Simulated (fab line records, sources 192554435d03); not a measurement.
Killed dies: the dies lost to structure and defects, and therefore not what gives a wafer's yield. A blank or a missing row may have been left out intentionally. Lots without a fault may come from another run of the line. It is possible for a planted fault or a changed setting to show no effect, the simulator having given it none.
Chamber matching :: flow n5Finfet :: N5_BEOL_M0_SAQP_ETCH_102 on rieSi-03 has 4 sister chambers
The step etches SiO2 in CF4, target depth 4 nm, time 4.4 s. 20 wafers are shown with their chamber, then 10 later ones without.

== WAFERS PAIRED WITH THEIR CHAMBERS ==
wafer: L074.2
chamber: 3
drypumpMotorCurrentA (A): 6.4
throttleValvePct (%): 21.84
oesProductAu (a.u.): 0.999

wafer: L074.3
chamber: 1
drypumpMotorCurrentA (A): 6.5
throttleValvePct (%): 21.44
oesProductAu (a.u.): 0.994

wafer: L074.4
chamber: 0
drypumpMotorCurrentA (A): 4.9
throttleValvePct (%): 21.86
oesProductAu (a.u.): 0.986

wafer: L075.1
chamber: 3
drypumpMotorCurrentA (A): 6.4
throttleValvePct (%): 21.88
oesProductAu (a.u.): 1.019

wafer: L075.2
chamber: 2
drypumpMotorCurrentA (A): 5.7
throttleValvePct (%): 21.24
oesProductAu (a.u.): 0.988

wafer: L075.5
chamber: 0
drypumpMotorCurrentA (A): 4.9
throttleValvePct (%): 21.86
oesProductAu (a.u.): 0.985

wafer: L077.3
chamber: 3
drypumpMotorCurrentA (A): 6.4
throttleValvePct (%): 21.85
oesProductAu (a.u.): 1.011

wafer: L077.5
chamber: 3
drypumpMotorCurrentA (A): 6.4
throttleValvePct (%): 21.85
oesProductAu (a.u.): 1.015

wafer: L077.6
chamber: 0
drypumpMotorCurrentA (A): 4.9
throttleValvePct (%): 21.86
oesProductAu (a.u.): 0.986

wafer: L082.1
chamber: 2
drypumpMotorCurrentA (A): 5.7
throttleValvePct (%): 21.24
oesProductAu (a.u.): 0.995

wafer: L082.3
chamber: 1
drypumpMotorCurrentA (A): 6.6
throttleValvePct (%): 21.43
oesProductAu (a.u.): 0.993

wafer: L082.5
chamber: 1
drypumpMotorCurrentA (A): 6.6
throttleValvePct (%): 21.42
oesProductAu (a.u.): 0.983

wafer: L084.1
chamber: 3
drypumpMotorCurrentA (A): 6.4
throttleValvePct (%): 21.85
oesProductAu (a.u.): 1.008

wafer: L084.3
chamber: 2
drypumpMotorCurrentA (A): 5.7
throttleValvePct (%): 21.24
oesProductAu (a.u.): 0.987

wafer: L084.6
chamber: 0
drypumpMotorCurrentA (A): 4.9
throttleValvePct (%): 21.88
oesProductAu (a.u.): 0.980

wafer: L083.2
chamber: 0
drypumpMotorCurrentA (A): 4.9
throttleValvePct (%): 21.86
oesProductAu (a.u.): 0.981

wafer: L083.5
chamber: 1
drypumpMotorCurrentA (A): 6.5
throttleValvePct (%): 21.44
oesProductAu (a.u.): 0.983

wafer: L083.6
chamber: 2
drypumpMotorCurrentA (A): 5.7
throttleValvePct (%): 21.26
oesProductAu (a.u.): 0.985

wafer: L087.1
chamber: 2
drypumpMotorCurrentA (A): 5.6
throttleValvePct (%): 21.23
oesProductAu (a.u.): 0.986

wafer: L087.4
chamber: 1
drypumpMotorCurrentA (A): 6.5
throttleValvePct (%): 21.43
oesProductAu (a.u.): 0.990

SIGNATURES (means of the wafers above)
reading: drypumpMotorCurrentA
chamber 0: 4.900
chamber 1: 6.540
chamber 2: 5.680
chamber 3: 6.400
scatter within a chamber: 0.0354

reading: throttleValvePct
chamber 0: 21.8640
chamber 1: 21.4320
chamber 2: 21.2420
chamber 3: 21.8540
scatter within a chamber: 0.0112

reading: oesProductAu
chamber 0: 0.98360
chamber 1: 0.98860
chamber 2: 0.98820
chamber 3: 1.01040
scatter within a chamber: 0.00525
Rule: distance of a wafer from a chamber = root of the sum over the readings of ((wafer's reading minus chamber's mean) / reading's scatter) squared. If the next closest chamber is less than 2 further off than the closest, the wafer can't be placed; otherwise it belongs to the closest. How the scatter is found: for the shown wafers, subtract from each reading the mean of its chamber, square and add these, divide the total by (wafers less chambers), then take the root.

== WAFERS MISSING THEIR CHAMBER ==
wafer: L087.5
drypumpMotorCurrentA (A): 4.9
throttleValvePct (%): 21.87
oesProductAu (a.u.): 0.972

wafer: L093.1
drypumpMotorCurrentA (A): 6.6
throttleValvePct (%): 21.43
oesProductAu (a.u.): 1.000

wafer: L093.4
drypumpMotorCurrentA (A): 4.9
throttleValvePct (%): 21.87
oesProductAu (a.u.): 0.987

wafer: L093.6
drypumpMotorCurrentA (A): 5.7
throttleValvePct (%): 21.24
oesProductAu (a.u.): 0.984

wafer: L094.1
drypumpMotorCurrentA (A): 6.6
throttleValvePct (%): 21.44
oesProductAu (a.u.): 1.000

wafer: L094.2
drypumpMotorCurrentA (A): 5.7
throttleValvePct (%): 21.25
oesProductAu (a.u.): 0.989

wafer: L094.3
drypumpMotorCurrentA (A): 4.9
throttleValvePct (%): 21.88
oesProductAu (a.u.): 0.984

wafer: L097.1
drypumpMotorCurrentA (A): 5.7
throttleValvePct (%): 21.24
oesProductAu (a.u.): 0.981

wafer: L097.3
drypumpMotorCurrentA (A): 6.4
throttleValvePct (%): 21.87
oesProductAu (a.u.): 1.010

wafer: L097.6
drypumpMotorCurrentA (A): 6.5
throttleValvePct (%): 21.44
oesProductAu (a.u.): 0.999

== WHICH CHAMBER EACH ONE RAN IN ==
wafer: L087.5
from the rows above: 0
in truth: 0

wafer: L093.1
from the rows above: 1
in truth: 1

wafer: L093.4
from the rows above: 0
in truth: 0

wafer: L093.6
from the rows above: 2
in truth: 2

wafer: L094.1
from the rows above: 1
in truth: 1

wafer: L094.2
from the rows above: 2
in truth: 2

wafer: L094.3
from the rows above: 0
in truth: 0

wafer: L097.1
from the rows above: 2
in truth: 2

wafer: L097.3
from the rows above: 3
in truth: 3

wafer: L097.6
from the rows above: 1
in truth: 1
Correctly placed: 10 of 10. Left unplaced by these rows: 0. Placed wrongly: 0.
